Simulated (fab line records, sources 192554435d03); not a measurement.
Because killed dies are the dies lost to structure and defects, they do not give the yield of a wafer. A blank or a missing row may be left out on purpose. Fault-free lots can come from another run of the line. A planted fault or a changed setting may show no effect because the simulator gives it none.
Struck lot and sound lot, side by side + flow n5_finfet + 14 steps out of a route of 1938
Sound: these wafers, L663.1, L663.2, L663.6. Wafers struck: L664.1, L664.4, L664.6. Last of all comes the cause.
Order at every step that has rows: each side's tool, ch and its chambers, its first start. Under that, the readings that differ: sound wafers + struck wafers + difference of the means + sigmas: that difference in standard deviations of wafers without a fault.
alike: words and numbers the same on both sides, and readings whose means are apart by under 2 such deviations; not compared: readings that were withheld, readings missing a value for some wafer, numbers with overlapping values and no deviation given by the record, and bounds like >300 which may hide the same value.
Wherever a step has rows on one side only, a row that says differs or no value, or a row with sigmas, the two part there. Non-overlapping numbers with no deviation appear without sigmas and do not part them. A reading that every wafer of one side lacks parts them only if that side has two wafers or more.

N5_SD_ACTIVATION_LSA_01: time 0.0008 s.
  sound on laser_anneal-02 ch 0, day 4 21:17; struck on laser_anneal-01 ch 0, day 5 02:50
  alike: wafer_temp_C_max
N5_SD_ACTIVATION_RS_MEAS_03: measures by four-point-probe.
  sound on film_metro-02, day 4 21:29; struck on film_metro-02, day 5 03:03
  alike: RS_SD_N, RS_SD_P
N5_SD_ACTIVATION_INSPECT_02: inspects for defects (darkfield).
  sound on defect_inspect-01, day 4 21:49; struck on defect_inspect-01, day 5 03:23
  alike: raw_defect_count
N5_ILD0_LINER_00: material SiNx, target thk 4 nm, pulse time 1 s, purge time 2 s.
  sound on ald_sin-04 ch 1,2,3, day 4 22:07; struck on ald_sin-03 ch 0,2, day 5 03:26
| reading            | sound       | struck      | difference | sigmas |
|--------------------|-------------|-------------|------------|--------|
| heater_power_w (W) | 823 773 669 | 971 971 994 | +224       | +2     |
  alike: precursor_pulse_height_rel
then, 2 steps without rows for these wafers: N5_ILD0_FCVD_FILL_01 (material SiO2 flowable, target thk 200 nm, time 328.3 s); N5_ILD0_CURE_02 (time 1800 s).
N5_ILD0_CMP_03: polishes, stops on SiNx, t overpolish 1.9 s, target thk 197.38 nm.
  sound on cmp-04 ch 1,2,3, day 5 00:32; struck on cmp-03 ch 0,2, day 5 05:51
| reading              | sound             | struck            | difference | sigmas |
|----------------------|-------------------|-------------------|------------|--------|
| overpolish_run_s (s) | 1.896 1.890 1.888 | 1.908 1.910 1.912 | +0.019     | +2     |
  alike: motor_current_A, retaining_ring_pressure_frac, time_to_endpoint_s
N5_ILD0_THK_MEAS_04:
  sound on film_metro-02, day 5 00:47; struck on film_metro-02, day 5 06:06
  alike: thk_nm
N5_ILD0_CMP_07: polishes SiO2 flowable, stops on poly-Si, t overpolish 1.18 s, target thk 138.88 nm.
  sound on cmp-01 ch 2,3, day 5 00:55; struck on cmp-01 ch 0,3, day 5 06:08
  alike: motor_current_A, retaining_ring_pressure_frac
N5_ILD0_THK_MEAS_08:
  sound on film_metro-01, day 5 01:13; struck on film_metro-01, day 5 06:26
  alike: thk_nm
then, 1 step without rows for these wafers: N5_ILD0_PRECLEAN_10 (cleans in NF3:NH3, afs cycles 5, time 20 s, sublimation time 60 s).
N5_ILD0_ALD_15: deposits SiNx, target thk 24 nm, pulse time 1 s, ald cycles 480.
  sound on ald_sin-04 ch 2,3, day 5 01:56; struck on ald_sin-03 ch 0,1,2, day 5 07:09
| reading                               | sound          | struck       | difference | sigmas |
|---------------------------------------|----------------|--------------|------------|--------|
| ald_cycles                            | 480 480 480    | 502 502 502  | +22        |        |
| model.SiNx_of_ILD0_ALD_15.thk_nm (nm) | 23.8 23.8 23.8 | 25.2 25 24.8 | +1.2       |        |
  alike: heater_power_w, precursor_pulse_height_rel
N5_ILD0_CMP_12: polishes SiNx, stops on poly-Si, t overpolish 6 s, target thk 17.67 nm.
  sound on cmp-04 ch 0,1,3, day 5 04:13; struck on cmp-03 ch 0,1,3, day 5 09:23
  alike: motor_current_A, retaining_ring_pressure_frac
N5_PASSIVATION_PROBE_49:
  rows exist in the record for the sound wafers here (prober-01, day 14 13:23), none for the struck ones

== WHERE THEY PART ==
First at N5_ILD0_LINER_00; last, within this record, at N5_PASSIVATION_PROBE_49.

WHY: the cause the simulator had injected
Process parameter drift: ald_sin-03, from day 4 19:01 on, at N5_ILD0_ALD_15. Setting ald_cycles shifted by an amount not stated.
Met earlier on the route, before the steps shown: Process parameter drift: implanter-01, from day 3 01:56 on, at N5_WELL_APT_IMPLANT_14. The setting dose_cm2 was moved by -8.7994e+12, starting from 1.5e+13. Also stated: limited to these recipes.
